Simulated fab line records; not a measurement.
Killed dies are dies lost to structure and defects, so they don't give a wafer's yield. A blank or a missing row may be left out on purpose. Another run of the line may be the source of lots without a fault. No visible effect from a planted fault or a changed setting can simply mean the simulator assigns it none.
Which tool was responsible? | flow nandHarc | 36 wafers from 12 lots sampled at 5 of the route's 1302 steps

## WHAT THE GAUGES SHOWED, per wafer
NHARC_END_SORT_01.
lot  | measured     | on        | defectLimitedYield (%) | killedAtArray | killedAtOther | killedAtPeriphery | killedDies | killedOpen | killedShort | sort_bin_2_pct (%) | sort_bin_3_pct (%) | sort_bin_4_pct (%) | sortNPass   | sortRimYieldPct (%) | sortYieldPct (%)
L419 | day 27 01:24 | prober-01 | 96.2 96.2 96.5         | 24 23 22      | 0 0 0         | 2 3 2             | 26 26 24   | 0 5 7      | 4 5 3       | 0.7 0.7 1.2        | 0 0 0.1            | 3.1 3.1 2.2        | 651 651 653 | 97 96 95            | 96.2 96.2 96.5
L427 | day 29 18:31 | prober-01 | 0.4 89.4 0.4           | 670 67 673    | 2 3 0         | 2 2 1             | 674 72 674 | 1 6 2      | 0 4 2       | 92.6 4.0 93.4      | 1.6 0.3 1.0        | 5.3 6.4 5.2        | 3 605 3     | 1 91 2              | 0.4 89.4 0.4
L429 | day 30 09:46 | prober-02 | 89.5 93.1 0.4          | 64 42 659     | 0 0 2         | 7 5 13            | 71 47 674  | 5 2 4      | 1 2 2       | 3.1 3.7 93.9       | 1.5 0.9 0.4        | 5.9 2.4 5.2        | 606 630 3   | 90 88 1             | 89.5 93.1 0.4

## EACH LOT AND THE TOOL THAT RAN IT (in order: tool; ch and the chambers of the sampled wafers; start)
lot  | NHARC_A_M0_STRIP_18               | NHARC_A_M0_PVD_21                      | NHARC_A_M0_ECD_22             | NHARC_A_M0_CMP_23
L416 | rieDiel-08 ch 1,3, day 23 04:26   | pvdSputter-01, day 23 05:20 or earlier | ecdCu-02 ch 0,1, day 23 05:20 | cmp-03 ch 0,1, day 23 06:03
L415 | rieDiel-08 ch 0,1,2, day 23 05:25 | pvdSputter-02, day 23 06:16 or earlier | ecdCu-01 ch 0,1, day 23 06:16 | cmp-04 ch 0,3, day 23 06:59
L417 | rieDiel-10 ch 0,2,3, day 24 03:34 | pvdSputter-03, day 24 04:26 or earlier | ecdCu-02 ch 0,1, day 24 04:26 | cmp-02 ch 0,1,2, day 24 05:11
L419 | rieDiel-04 ch 0,3, day 24 10:31   | pvdSputter-02, day 24 11:30 or earlier | ecdCu-02 ch 0,1, day 24 11:30 | cmp-04 ch 0,1, day 24 12:08
L418 | rieDiel-04 ch 0,2,3, day 24 14:33 | pvdSputter-03, day 24 15:31 or earlier | ecdCu-01 ch 0,1, day 24 15:31 | cmp-02 ch 0,1,2, day 24 16:23
L420 | rieDiel-10 ch 0,1,3, day 25 19:07 | pvdSputter-01, day 25 20:01 or earlier | ecdCu-01 ch 0,1, day 25 20:01 | cmp-02 ch 0,1,3, day 25 20:44
L423 | rieDiel-10 ch 0,2,3, day 26 22:46 | pvdSputter-02, day 26 23:44 or earlier | ecdCu-02 ch 0,1, day 26 23:44 | cmp-04 ch 1,3, day 27 00:26
L427 | rieDiel-10 ch 0,1,3, day 28 01:55 | pvdSputter-01, day 28 02:48 or earlier | ecdCu-02 ch 0,1, day 28 02:48 | cmp-03 ch 2,3, day 28 03:33
L429 | rieDiel-08 ch 1,2,3, day 28 20:17 | pvdSputter-03, day 28 21:14 or earlier | ecdCu-02 ch 0,1, day 28 21:14 | cmp-03 ch 1,2, day 28 21:55
L435 | rieDiel-08 ch 0,1,3, day 31 15:17 | pvdSputter-02, day 31 16:13 or earlier | ecdCu-02 ch 0,1, day 31 16:13 | cmp-03 ch 1,2, day 31 16:53
L436 | rieDiel-08 ch 0,1,3, day 31 17:13 | pvdSputter-01, day 31 18:09 or earlier | ecdCu-02 ch 0,1, day 31 18:09 | cmp-02 ch 1,2, day 31 18:47
L437 | rieDiel-10 ch 0,1,3, day 32 16:01 | pvdSputter-02, day 32 17:02 or earlier | ecdCu-02 ch 0,1, day 32 17:02 | cmp-03 ch 0,2,3, day 32 17:44
- NHARC_A_M0_STRIP_18: strips in N2/H2.
- NHARC_A_M0_PVD_21: deposits Cu, target thk 30 nm, time 20.49 s.
- NHARC_A_M0_ECD_22: material Cu, target thk 400 nm.
- NHARC_A_M0_CMP_23: polishes, t overpolish 20 s, target thk 113.75 nm.

## WHAT THE TOOLS THEMSELVES READ (means of the sampled wafers that have a number; where no wafer has one, the mark that the record gives instead)
NHARC_A_M0_STRIP_18.
lot  | tool       | drypumpMotorCurrentA (A) | n2FlowSccm (sccm) | oesProductAu (a.u.) | rfVppV (V) | showerheadPlenumPTorr (Torr) | throttleValvePct (%)
L416 | rieDiel-08 | 5.6                      | 149.5             | 0.993               | 90.6       | 1.99                         | 14.174
L415 | rieDiel-08 | 6.0                      | 150.1             | 0.987               | 90.7       | 1.97                         | 14.173
L417 | rieDiel-10 | 5.8                      | 150.4             | 1.006               | 91.5       | 2.05                         | 14.171
L419 | rieDiel-04 | 5.8                      | 150.0             | 1.015               | 91.0       | 2.04                         | 14.183
L418 | rieDiel-04 | 5.4                      | 150.0             | 1.000               | 90.4       | 2.01                         | 14.169
L420 | rieDiel-10 | 6.0                      | 150.2             | 1.004               | 90.6       | 2.02                         | 14.170
L423 | rieDiel-10 | 5.8                      | 149.5             | 1.010               | 91.0       | 2.05                         | 14.174
L427 | rieDiel-10 | 6.0                      | 150.1             | 1.009               | 90.7       | 2.02                         | 14.168
L429 | rieDiel-08 | 5.8                      | 150.1             | 0.987               | 89.6       | 1.97                         | 14.172
L435 | rieDiel-08 | 5.8                      | 150.4             | 1.004               | 89.5       | 1.98                         | 14.168
L436 | rieDiel-08 | 5.8                      | 150.0             | 1.005               | 90.3       | 1.98                         | 14.176
L437 | rieDiel-10 | 6.0                      | 149.8             | 1.001               | 90.4       | 2.02                         | 14.167

NHARC_A_M0_PVD_21.
lot  | tool          | throttleValvePct (%)
L416 | pvdSputter-01 | 30.1
L415 | pvdSputter-02 | 31.3
L417 | pvdSputter-03 | 30.3
L419 | pvdSputter-02 | 31.0
L418 | pvdSputter-03 | 29.2
L420 | pvdSputter-01 | 31.0
L423 | pvdSputter-02 | 31.3
L427 | pvdSputter-01 | 31.0
L429 | pvdSputter-03 | 29.3
L435 | pvdSputter-02 | 31.2
L436 | pvdSputter-01 | 30.7
L437 | pvdSputter-02 | 31.1

NHARC_A_M0_CMP_23.
lot  | tool   | motorCurrentA (A) | timeToEndpointS (s)
L416 | cmp-03 | 13.5              | 28
L415 | cmp-04 | 11.6              | 26
L417 | cmp-02 | 12.3              | 32
L419 | cmp-04 | 10.9              | 29
L418 | cmp-02 | 12.3              | 32
L420 | cmp-02 | 11.1              | 30
L423 | cmp-04 | 11.1              | 26
L427 | cmp-03 | 13.1              | 17
L429 | cmp-03 | 13.6              | 24
L435 | cmp-03 | 13.2              | 30
L436 | cmp-02 | 12.6              | 29
L437 | cmp-03 | 12.5              | 30

## THE ANSWER, worked out from the rows above alone
Rule: usual is defined by the lots themselves. Put in order of their means at a reading, lots are off if they are a third of the lots or fewer, leave a main group of 4 or more, and stand apart from it by a gap of 3 or more times the standard deviation of the main group's means; of several such gaps the widest counts. The tables above print the reading to a certain number of digits; a main group whose means all agree to those digits is not used. A lot without any number at a reading at which 4 lots or more have one is off too. Any other lot the step has rows for is counted as sound. The gauges are gone through in route order, then the tools' own readings, and for those a lot's mean is taken as printed above. At the first step where some lot is off, the reading lying furthest off is the one used; lots without a number count as furthest.
None of the lots is off at any reading shown; this tells nothing.

## WHAT THE SIMULATOR HAD INSERTED
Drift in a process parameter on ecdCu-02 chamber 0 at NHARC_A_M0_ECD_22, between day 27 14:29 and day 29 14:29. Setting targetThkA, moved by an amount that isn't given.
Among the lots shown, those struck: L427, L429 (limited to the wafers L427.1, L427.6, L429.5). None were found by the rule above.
